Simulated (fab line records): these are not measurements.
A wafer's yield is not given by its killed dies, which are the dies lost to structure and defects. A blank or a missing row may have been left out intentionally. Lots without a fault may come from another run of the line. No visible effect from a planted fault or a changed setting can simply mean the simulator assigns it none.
fab line records :: flow nand_harc
[record]
  lots = 5
  wafers = 15
  last_day = 24
route steps=1159 shown THIN_TSV@1139
lots with no fault: from the same line, run without faults
start_h: hours from the record's first day to the start of the lot's first wafer shown :: wait_h: how many hours have passed since the lot's step before this one :: " identical to the entry in the row above :: L1.1+2: several wafers, shown together as one row :: - either no value or no given start :: * or withheld: withheld :: < > ~ a bound
route shown NAME@n: a module of which the file shows steps, and the number in the route of the first :: usual: mean/standard deviation of fault-free wafers :: same: alike in all rows :: chamber/n: place in a boat :: sites: the reading at each site :: _std_site: how widely they spread, as a standard deviation :: _edge_site: outer sites' mean less inner sites' :: radius_mm: how far each site lies from the wafer's centre :: mask NAME#n: copy n :: behind: the tool/chamber that last shaped the wafer :: hold: why the lot was held/for how many hours/how that ended :: device: the n, p or np transistor that did not switch :: end of line: the route-end tests of the same wafers :: where a step has no rows: the recipe by itself :: killed: count of dies lost to structure and defects at first sort (not the wafer's yield) :: map: shows each die of a wafer: x if killed, . if not, _ if none is there
set.NAME: the run value of the setting; set.NAME@STEP: its run value at that earlier step :: model.NAME: the simulator's own value behind a step, which no gauge read
lots seen at some steps along the route; tables by step, rows by wafer
services: a tool's chamber out of use, with start hour (start_h, from the record's first day; less than 0 if before it), hours out, and reason
[[steps]]
[step NHARC_THIN_TSV_PVD_24]
[recipe]
  target_thk_a = 8000
  power_w = withheld
  chamber_pressure_pa = withheld
  substrate_temp_c = withheld
  time_s = withheld
  gas = Ar
  material = Al
[step NHARC_THIN_TSV_DEHYDRATE_25]
[recipe]
  temp_c = 150
  time_s = 120
[step NHARC_THIN_TSV_HMDS_26]
[recipe]
  time_s = 30
[step NHARC_THIN_TSV_COAT_27]
[recipe]
  spin_rpm = *
[step NHARC_THIN_TSV_SOFTBAKE_28]
[recipe]
  temp_c = 122
  time_s = 95
[step NHARC_THIN_TSV_EBR_29]
[step NHARC_THIN_TSV_EXPOSE_30]
[recipe]
  na = 0.55
  dose_mj = 11.47
  mask_id = PAD
[step NHARC_THIN_TSV_PEB_31]
[recipe]
  peb_temp_c = 118
  peb_time_s = 85
[step NHARC_THIN_TSV_DEVELOP_32]
[recipe]
  time_s = 70
[step NHARC_THIN_TSV_CD_MEAS_33]
[recipe]
  target_cd_nm = 5000
  landing_energy_ev = 500
[usual]
  cd_nm = 5000.1/2.5
lot.wafer: L505.2
tool: cd_sem-02
chamber: 0
start_h: 442.41
wait_h: -
cd_nm: 4997.3

lot.wafer: L505.3
tool: cd_sem-02
chamber: 0
start_h: 442.41
wait_h: -
cd_nm: 4999.9

lot.wafer: L505.6
tool: cd_sem-02
chamber: 0
start_h: 442.41
wait_h: -
cd_nm: 4996.5

lot.wafer: L508.1
tool: cd_sem-03
chamber: 0
start_h: 466.71
wait_h: -
cd_nm: 4999.8

lot.wafer: L508.5
tool: cd_sem-03
chamber: 0
start_h: 466.71
wait_h: -
cd_nm: 5000.1

lot.wafer: L508.6
tool: cd_sem-03
chamber: 0
start_h: 466.71
wait_h: -
cd_nm: 4998.6

lot.wafer: L513.4
tool: cd_sem-01
chamber: 0
start_h: 500.29
wait_h: -
cd_nm: 5000.8

lot.wafer: L513.5
tool: cd_sem-01
chamber: 0
start_h: 500.29
wait_h: -
cd_nm: 5000.2

lot.wafer: L513.6
tool: cd_sem-01
chamber: 0
start_h: 500.29
wait_h: -
cd_nm: 5001.5

lot.wafer: L522.2
tool: cd_sem-03
chamber: 0
start_h: 542.18
wait_h: -
cd_nm: 5001.6

lot.wafer: L522.4
tool: cd_sem-03
chamber: 0
start_h: 542.18
wait_h: -
cd_nm: 5001.3

lot.wafer: L522.6
tool: cd_sem-03
chamber: 0
start_h: 542.18
wait_h: -
cd_nm: 4998.8

lot.wafer: L523.1
tool: cd_sem-02
chamber: 0
start_h: 551.69
wait_h: -
cd_nm: 4997.4

lot.wafer: L523.4
tool: cd_sem-02
chamber: 0
start_h: 551.69
wait_h: -
cd_nm: 4999.6

lot.wafer: L523.6
tool: cd_sem-02
chamber: 0
start_h: 551.69
wait_h: -
cd_nm: 4999.7
[step NHARC_THIN_TSV_HARDBAKE_34]
[recipe]
  temp_c = 125
  time_s = 80
[step NHARC_THIN_TSV_DESCUM_35]
[recipe]
  time_s = 3
  o2_flow_sccm = 200
  ar_flow_sccm = 0
  bias_power_w = 0
  chemistry = O2
[usual]
  drypump_motor_current_A = 5.7/0.42
  oes_product_au = 1.002/0.018
  rf_vpp_V = 57.7/0.81
  showerhead_plenum_p_Torr = 1.89/0.078
  throttle_valve_pct = 11.312/0.0087
lot.wafer: L505.3
tool: rie_diel-07
chamber: 3
start_h: 442.57
wait_h: -
drypump_motor_current_A: 5.6
oes_product_au: 1.010
rf_hours_counter_h: 4
rf_vpp_V: 58.3
showerhead_plenum_p_Torr: 2.01
throttle_valve_pct: 11.321

lot.wafer: L505.2
tool: rie_diel-07
chamber: 1
start_h: 442.57
wait_h: -
drypump_motor_current_A: 6.1
oes_product_au: 0.981
rf_hours_counter_h: 5
rf_vpp_V: 57.0
showerhead_plenum_p_Torr: 1.77
throttle_valve_pct: 11.307

lot.wafer: L505.6
tool: rie_diel-07
chamber: 0
start_h: 442.57
wait_h: -
drypump_motor_current_A: 6.2
oes_product_au: 0.994
rf_hours_counter_h: -
rf_vpp_V: 57.2
showerhead_plenum_p_Torr: 1.80
throttle_valve_pct: 11.310

lot.wafer: L508.1
tool: rie_diel-07
chamber: 0
start_h: 466.90
wait_h: -
drypump_motor_current_A: 6.2
oes_product_au: 0.994
rf_hours_counter_h: 7
rf_vpp_V: 56.6
showerhead_plenum_p_Torr: 1.80
throttle_valve_pct: 11.303

lot.wafer: L508.6
tool: rie_diel-07
chamber: 1
start_h: 466.90
wait_h: -
drypump_motor_current_A: 6.2
oes_product_au: 0.982
rf_hours_counter_h: -
rf_vpp_V: 55.4
showerhead_plenum_p_Torr: 1.77
throttle_valve_pct: 11.324

lot.wafer: L508.5
tool: rie_diel-07
chamber: 2
start_h: 466.90
wait_h: -
drypump_motor_current_A: 5.8
oes_product_au: 1.008
rf_hours_counter_h: -
rf_vpp_V: 57.7
showerhead_plenum_p_Torr: 1.89
throttle_valve_pct: 11.320

lot.wafer: L513.4
tool: rie_diel-12
chamber: 1
start_h: 500.45
wait_h: -
drypump_motor_current_A: 6.2
oes_product_au: 1.015
rf_hours_counter_h: 7
rf_vpp_V: 57.9
showerhead_plenum_p_Torr: 1.91
throttle_valve_pct: 11.304

lot.wafer: L513.5
tool: rie_diel-12
chamber: 1
start_h: 500.45
wait_h: -
drypump_motor_current_A: 6.2
oes_product_au: 1.017
rf_hours_counter_h: -
rf_vpp_V: 58.0
showerhead_plenum_p_Torr: 1.91
throttle_valve_pct: 11.317

lot.wafer: L513.6
tool: rie_diel-12
chamber: 2
start_h: 500.45
wait_h: -
drypump_motor_current_A: 5.1
oes_product_au: 1.010
rf_hours_counter_h: -
rf_vpp_V: 57.9
showerhead_plenum_p_Torr: 1.86
throttle_valve_pct: 11.315

lot.wafer: L522.2
tool: rie_diel-12
chamber: 0
start_h: 542.34
wait_h: -
drypump_motor_current_A: 5.1
oes_product_au: 1.021
rf_hours_counter_h: 11
rf_vpp_V: 58.6
showerhead_plenum_p_Torr: 2.03
throttle_valve_pct: 11.303

lot.wafer: L522.4
tool: rie_diel-12
chamber: 3
start_h: 542.34
wait_h: -
drypump_motor_current_A: 5.6
oes_product_au: 0.978
rf_hours_counter_h: 11
rf_vpp_V: 57.1
showerhead_plenum_p_Torr: 1.85
throttle_valve_pct: 11.319

lot.wafer: L522.6
tool: rie_diel-12
chamber: 0
start_h: 542.34
wait_h: -
drypump_motor_current_A: 5.1
oes_product_au: 1.024
rf_hours_counter_h: -
rf_vpp_V: 58.8
showerhead_plenum_p_Torr: 2.03
throttle_valve_pct: 11.313

lot.wafer: L523.1
tool: rie_diel-12
chamber: 1
start_h: 551.87
wait_h: -
drypump_motor_current_A: 6.2
oes_product_au: 1.027
rf_hours_counter_h: 11
rf_vpp_V: 57.3
showerhead_plenum_p_Torr: 1.91
throttle_valve_pct: 11.309

lot.wafer: L523.4
tool: rie_diel-12
chamber: 3
start_h: 551.87
wait_h: -
drypump_motor_current_A: 5.6
oes_product_au: 0.983
rf_hours_counter_h: 11
rf_vpp_V: 58.7
showerhead_plenum_p_Torr: 1.85
throttle_valve_pct: 11.307

lot.wafer: L523.6
tool: rie_diel-12
chamber: 0
start_h: 551.87
wait_h: -
drypump_motor_current_A: 5.1
oes_product_au: 1.033
rf_hours_counter_h: -
rf_vpp_V: 58.0
showerhead_plenum_p_Torr: 2.03
throttle_valve_pct: 11.316
[step NHARC_THIN_TSV_ETCH_59]
[recipe]
  target_depth_a = 8800
  icp_w = 900
  bias_w = 100
  Cl2_flow_sccm = 60
  bcl3_flow_sccm = 30
  time_s = 138.1
  chemistry = Cl2/BCl3
[usual]
  drypump_motor_current_A = 5.4/0.36
  oes_product_au = 0.997/0.011
  throttle_valve_pct = 22.265/0.0096
lot.wafer: L505.2
tool: rie_metal-01
chamber: 0
start_h: 442.74
wait_h: 0.1
drypump_motor_current_A: 5.5
oes_product_au: 0.994
rf_hours_counter_h: 3.2
throttle_valve_pct: 22.277

lot.wafer: L505.3
tool: rie_metal-01
chamber: 1
start_h: 442.74
wait_h: 0.1
drypump_motor_current_A: 6.0
oes_product_au: 0.998
rf_hours_counter_h: -
throttle_valve_pct: 22.267

lot.wafer: L505.6
tool: rie_metal-01
chamber: 1
start_h: 442.74
wait_h: 0.1
drypump_motor_current_A: 6.0
oes_product_au: 1.012
rf_hours_counter_h: -
throttle_valve_pct: 22.264

lot.wafer: L508.1
tool: rie_metal-02
chamber: 0
start_h: 466.99
wait_h: 0.1
drypump_motor_current_A: 4.9
oes_product_au: 0.994
rf_hours_counter_h: 2.1
throttle_valve_pct: 22.257

lot.wafer: L508.5
tool: rie_metal-02
chamber: 0
start_h: 466.99
wait_h: 0.1
drypump_motor_current_A: 4.9
oes_product_au: 1.005
rf_hours_counter_h: -
throttle_valve_pct: 22.265

lot.wafer: L508.6
tool: rie_metal-02
chamber: 1
start_h: 466.99
wait_h: 0.1
drypump_motor_current_A: 5.6
oes_product_au: 1.002
rf_hours_counter_h: -
throttle_valve_pct: 22.254

lot.wafer: L513.4
tool: rie_metal-02
chamber: 1
start_h: 500.68
wait_h: 0.2
drypump_motor_current_A: 5.6
oes_product_au: 0.919
rf_hours_counter_h: -
throttle_valve_pct: 22.250

lot.wafer: L513.5
tool: rie_metal-02
chamber: 0
start_h: 500.68
wait_h: 0.2
drypump_motor_current_A: 4.9
oes_product_au: 1.007
rf_hours_counter_h: -
throttle_valve_pct: 22.272

lot.wafer: L513.6
tool: rie_metal-02
chamber: 1
start_h: 500.68
wait_h: 0.2
drypump_motor_current_A: 5.6
oes_product_au: 1.000
rf_hours_counter_h: -
throttle_valve_pct: 22.257

lot.wafer: L522.2
tool: rie_metal-03
chamber: 1
start_h: 542.51
wait_h: 0.2
drypump_motor_current_A: 5.2
oes_product_au: 0.996
rf_hours_counter_h: 2.5
throttle_valve_pct: 22.263

lot.wafer: L522.4
tool: rie_metal-03
chamber: 1
start_h: 542.51
wait_h: 0.2
drypump_motor_current_A: 5.2
oes_product_au: 0.976
rf_hours_counter_h: -
throttle_valve_pct: 22.260

lot.wafer: L522.6
tool: rie_metal-03
chamber: 1
start_h: 542.51
wait_h: 0.2
drypump_motor_current_A: 5.2
oes_product_au: 0.985
rf_hours_counter_h: -
throttle_valve_pct: 22.261

lot.wafer: L523.1
tool: rie_metal-02
chamber: 0
start_h: 551.98
wait_h: 0.1
drypump_motor_current_A: 4.9
oes_product_au: 1.007
rf_hours_counter_h: 4.5
throttle_valve_pct: 22.263

lot.wafer: L523.4
tool: rie_metal-02
chamber: 0
start_h: 551.98
wait_h: 0.1
drypump_motor_current_A: 4.9
oes_product_au: 1.013
rf_hours_counter_h: -
throttle_valve_pct: 22.249

lot.wafer: L523.6
tool: rie_metal-02
chamber: 0
start_h: 551.98
wait_h: 0.1
drypump_motor_current_A: 4.9
oes_product_au: 1.008
rf_hours_counter_h: -
throttle_valve_pct: 22.253
[step NHARC_THIN_TSV_ETCH_36]
[recipe]
  target_depth_a = 650
  over_etch_frac = 0.3
  time_s = 18.571
  ion_energy_ev = 150
  chemistry = Cl2/BCl3
[usual]
  drypump_motor_current_A = 5.4/0.36
  oes_product_au = 0.997/0.01
lot.wafer: L505.2
tool: rie_metal-01
chamber: 0
start_h: 442.96
wait_h: 0.2
drypump_motor_current_A: 5.5
oes_product_au: 0.998
rf_hours_counter_h: 3.3

lot.wafer: L505.3
tool: rie_metal-01
chamber: 0
start_h: 442.96
wait_h: 0.2
drypump_motor_current_A: 5.5
oes_product_au: 0.991
rf_hours_counter_h: -

lot.wafer: L505.6
tool: rie_metal-01
chamber: 0
start_h: 442.96
wait_h: 0.2
drypump_motor_current_A: 5.5
oes_product_au: 0.999
rf_hours_counter_h: -

lot.wafer: L508.1
tool: rie_metal-02
chamber: 1
start_h: 467.26
wait_h: 0.2
drypump_motor_current_A: 5.6
oes_product_au: 0.996
rf_hours_counter_h: 2.3

lot.wafer: L508.6
tool: rie_metal-02
chamber: 0
start_h: 467.26
wait_h: 0.2
drypump_motor_current_A: 4.9
oes_product_au: 1.004
rf_hours_counter_h: -

lot.wafer: L508.5
tool: rie_metal-02
chamber: 1
start_h: 467.26
wait_h: 0.2
drypump_motor_current_A: 5.6
oes_product_au: 1.000
rf_hours_counter_h: -

lot.wafer: L513.4
tool: rie_metal-02
chamber: 1
start_h: 500.85
wait_h: 0.1
drypump_motor_current_A: 5.6
oes_product_au: 1.001
rf_hours_counter_h: -

lot.wafer: L513.5
tool: rie_metal-02
chamber: 1
start_h: 500.85
wait_h: 0.1
drypump_motor_current_A: 5.6
oes_product_au: 1.007
rf_hours_counter_h: -

lot.wafer: L513.6
tool: rie_metal-02
chamber: 0
start_h: 500.85
wait_h: 0.1
drypump_motor_current_A: 4.9
oes_product_au: 1.008
rf_hours_counter_h: -

lot.wafer: L522.2
tool: rie_metal-03
chamber: 0
start_h: 542.74
wait_h: 0.2
drypump_motor_current_A: 5.7
oes_product_au: 1.005
rf_hours_counter_h: 2.7

lot.wafer: L522.4
tool: rie_metal-03
chamber: 0
start_h: 542.74
wait_h: 0.2
drypump_motor_current_A: 5.7
oes_product_au: 1.000
rf_hours_counter_h: -

lot.wafer: L522.6
tool: rie_metal-03
chamber: 1
start_h: 542.74
wait_h: 0.2
drypump_motor_current_A: 5.2
oes_product_au: 0.980
rf_hours_counter_h: -

lot.wafer: L523.1
tool: rie_metal-02
chamber: 0
start_h: 552.46
wait_h: 0.4
drypump_motor_current_A: 4.9
oes_product_au: 1.009
rf_hours_counter_h: 4.8

lot.wafer: L523.4
tool: rie_metal-02
chamber: 0
start_h: 552.46
wait_h: 0.4
drypump_motor_current_A: 4.9
oes_product_au: 1.015
rf_hours_counter_h: -

lot.wafer: L523.6
tool: rie_metal-02
chamber: 0
start_h: 552.46
wait_h: 0.4
drypump_motor_current_A: 4.9
oes_product_au: 1.013
rf_hours_counter_h: -
[[services]]
tool: rie_metal-03
chamber: 0
start_h: 427.03
hours: 8.8
kind: repair

tool: rie_diel-12
chamber: 0
start_h: 437.40
hours: -
kind: clean

tool: rie_diel-12
chamber: 1
start_h: 437.40
hours: -
kind: clean

tool: rie_diel-12
chamber: 2
start_h: 437.40
hours: -
kind: clean

tool: rie_diel-12
chamber: 3
start_h: 437.40
hours: -
kind: clean

tool: rie_metal-03
chamber: -
start_h: 453.00
hours: 9.0
kind: pm

tool: rie_diel-12
chamber: 0
start_h: 461.90
hours: -
kind: clean

tool: rie_diel-12
chamber: 1
start_h: 461.90
hours: -
kind: clean

tool: rie_diel-12
chamber: 2
start_h: 461.90
hours: -
kind: clean

tool: rie_diel-12
chamber: 3
start_h: 461.90
hours: -
kind: clean

tool: rie_diel-12
chamber: 2
start_h: 485.23
hours: 5.3
kind: repair

tool: rie_diel-12
chamber: 0
start_h: 486.40
hours: -
kind: clean

tool: rie_diel-12
chamber: 1
start_h: 486.40
hours: -
kind: clean

tool: rie_diel-12
chamber: 3
start_h: 486.40
hours: -
kind: clean

tool: rie_metal-01
chamber: -
start_h: 509.00
hours: 9.0
kind: pm

tool: rie_diel-12
chamber: 0
start_h: 510.93
hours: -
kind: clean

tool: rie_diel-12
chamber: 1
start_h: 510.93
hours: -
kind: clean

tool: rie_diel-12
chamber: 2
start_h: 510.93
hours: -
kind: clean

tool: rie_diel-12
chamber: 3
start_h: 510.93
hours: -
kind: clean

tool: rie_diel-07
chamber: 3
start_h: 521.70
hours: 19.2
kind: repair

tool: rie_metal-01
chamber: 0
start_h: 528.07
hours: 3.5
kind: repair

tool: rie_metal-02
chamber: 0
start_h: 535.26
hours: 1.5
kind: repair

tool: rie_diel-12
chamber: 0
start_h: 535.43
hours: -
kind: clean

tool: rie_metal-02
chamber: 1
start_h: 549.15
hours: 4.5
kind: repair
[[key]]
[first_sign]
  step = NHARC_THIN_TSV_ETCH_59
  reading = oes_product_au
  direction = down
  sigmas = 7.2
  usual = 0.997
  struck = 0.919
effect none on later readings
met_at NHARC_THIN_TSV_ETCH_59
struck_wafers L513.4
later_rows_left_out L513.4
sort_left_out L513.4
onset_between 466.99 500.68
[fault]
  kind = process_parameter_drift
  tool = rie_metal-02
  chamber = -
  onset_h = 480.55
  steps = NHARC_THIN_TSV_ETCH_59
  channel = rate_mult
  offset = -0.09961
  shape = step
  end_h = 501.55
  scope = struck_wafers_only
// sort_left_out: the simulated sort isn't trusted on such a fault, so these wafers' sort isn't shown, and their yield isn't known
// later_rows_left_out: the simulator's readings of these wafers behind a module that went badly wrong aren't trusted and aren't shown, but for the sort
